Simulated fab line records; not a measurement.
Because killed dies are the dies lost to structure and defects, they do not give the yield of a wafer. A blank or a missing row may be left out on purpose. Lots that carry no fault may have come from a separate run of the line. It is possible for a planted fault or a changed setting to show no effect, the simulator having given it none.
Matching of chambers ; flow n5 finfet ; N5_BEOL_M10_CURE_72 on uv cure-03 has 3 sister chambers
The step cures SiCOH lowk, time 120 s. 3 wafers are shown with their chamber, then 10 later ones without.

## WAFERS PAIRED WITH THEIR CHAMBERS
wafer;chamber;wafer_temp_C_max
L084.4;2;371.7
L085.6;1;371.4
L090.4;0;373.4

## WAFERS MISSING THEIR CHAMBER
wafer;wafer_temp_C_max
L090.6;372.1
L091.1;372.7
L091.4;372.4
L091.6;371.9
L091.2;372.6
L091.3;373.6
L091.5;371.6
L093.4;371.6
L093.5;371.5
L093.6;371.7

## CHAMBER TAKEN BY EACH
wafer;from the rows above;in truth
L090.6;can't be placed: 2 or 1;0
L091.1;can't be placed: 0 or 2 or 1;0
L091.4;can't be placed: 2 or 0 or 1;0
L091.6;can't be placed: 2 or 1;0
L091.2;can't be placed: 0 or 2 or 1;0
L091.3;0;0
L091.5;can't be placed: 2 or 1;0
L093.4;can't be placed: 2 or 1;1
L093.5;can't be placed: 1 or 2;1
L093.6;can't be placed: 2 or 1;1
Correct placement for 1 of the 10. Unplaceable from these rows: 9, with the true chamber sitting among the candidates in 6. Placed wrongly: 0.
How it was worked out, from the rows above alone: a wafer's distance from a chamber is the root of the sum, over the readings, of the square of ((its reading less the chamber's mean) divided by the reading's scatter). If the next closest chamber is less than 2 further off than the closest, the wafer can't be placed; otherwise it belongs to the closest. A chamber's mean is the mean of its shown wafers. The scatter (one wafer shown for each chamber): square how far every hidden wafer sits from the nearest shown wafer, average those squares and take the square root.
